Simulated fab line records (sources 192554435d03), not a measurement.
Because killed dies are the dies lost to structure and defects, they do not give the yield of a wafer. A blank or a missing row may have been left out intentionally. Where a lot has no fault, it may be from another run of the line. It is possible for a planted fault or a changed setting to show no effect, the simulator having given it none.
Matching of chambers | flow n5 finfet | N5_BEOL_M0_SAQP_HM_DEP_111 on pecvd-01: 3 sister chambers
The step deposits SiO2 from SiH4/N2O, target thk 12 nm, time 7.2 s. 18 wafers are shown with their chamber, then 9 later ones without.

EACH WAFER AND ITS CHAMBER
wafer  | chamber | showerhead plenum p Torr (Torr) | heater power w (W) | chamber pressure Torr (Torr)
L075.3 | 0       | 7.94                            | 550                | 0.7504
L075.4 | 2       | 8.17                            | 733                | 0.7461
L075.6 | 0       | 7.92                            | 569                | 0.7469
L076.1 | 0       | 7.95                            | 593                | 0.7498
L076.2 | 2       | 8.17                            | 728                | 0.7492
L076.4 | 1       | 8.42                            | 819                | 0.7499
L081.2 | 1       | 8.43                            | 870                | 0.7501
L081.3 | 2       | 8.17                            | 653                | 0.7494
L081.6 | 2       | 8.17                            | 652                | 0.7483
L082.1 | 2       | 8.18                            | 697                | 0.7517
L082.2 | 1       | 8.43                            | 840                | 0.7502
L082.6 | 0       | 7.96                            | 561                | 0.7499
L086.1 | 2       | 8.16                            | 743                | 0.7471
L086.4 | 2       | 8.17                            | 722                | 0.7478
L086.5 | 0       | 7.94                            | 645                | 0.7493
L088.1 | 0       | 7.94                            | 581                | 0.7489
L088.3 | 2       | 8.12                            | 734                | 0.7515
L088.6 | 1       | 8.44                            | 901                | 0.7499

SIGNATURES, as means of the wafers listed above
reading                  | chamber 0 | chamber 1 | chamber 2 | scatter within a chamber
showerhead plenum p Torr | 7.9417    | 8.4300    | 8.1638    | 0.0152
heater power w           | 583.17    | 857.50    | 707.75    | 35.6
chamber pressure Torr    | 0.749200  | 0.750025  | 0.748887  | 0.00153
Rule: a wafer lies at a distance from a chamber equal to the root of the sum of squares, over the readings, of (its reading less the chamber's mean, divided by the reading's scatter). If the next closest chamber is less than 2 further off than the closest, the wafer can't be placed; otherwise it belongs to the closest. The scatter: take each reading less its chamber's mean, square it, sum over the shown wafers, divide by the number of wafers less the number of chambers, and take the root.

WAFERS WITH NO CHAMBER GIVEN
wafer  | showerhead plenum p Torr (Torr) | heater power w (W) | chamber pressure Torr (Torr)
L089.3 | 7.93                            | 617                | 0.7519
L089.4 | 8.42                            | 856                | 0.7491
L089.6 | 8.17                            | 627                | 0.7488
L092.2 | 7.93                            | 622                | 0.7480
L092.4 | 8.42                            | 765                | 0.7500
L092.5 | 7.91                            | 608                | 0.7477
L096.2 | 7.91                            | 568                | 0.7459
L096.4 | 7.95                            | 559                | 0.7512
L096.6 | 8.12                            | 762                | 0.7499

THE CHAMBER EACH PASSED THROUGH
wafer  | from the rows above | in truth
L089.3 | 0                   | 0
L089.4 | 1                   | 1
L089.6 | 2                   | 2
L092.2 | 0                   | 0
L092.4 | 1                   | 1
L092.5 | 0                   | 0
L096.2 | 0                   | 0
L096.4 | 0                   | 0
L096.6 | 2                   | 2
9 of 9 placed correctly. Not placeable from these rows: 0. Wrongly placed: 0.
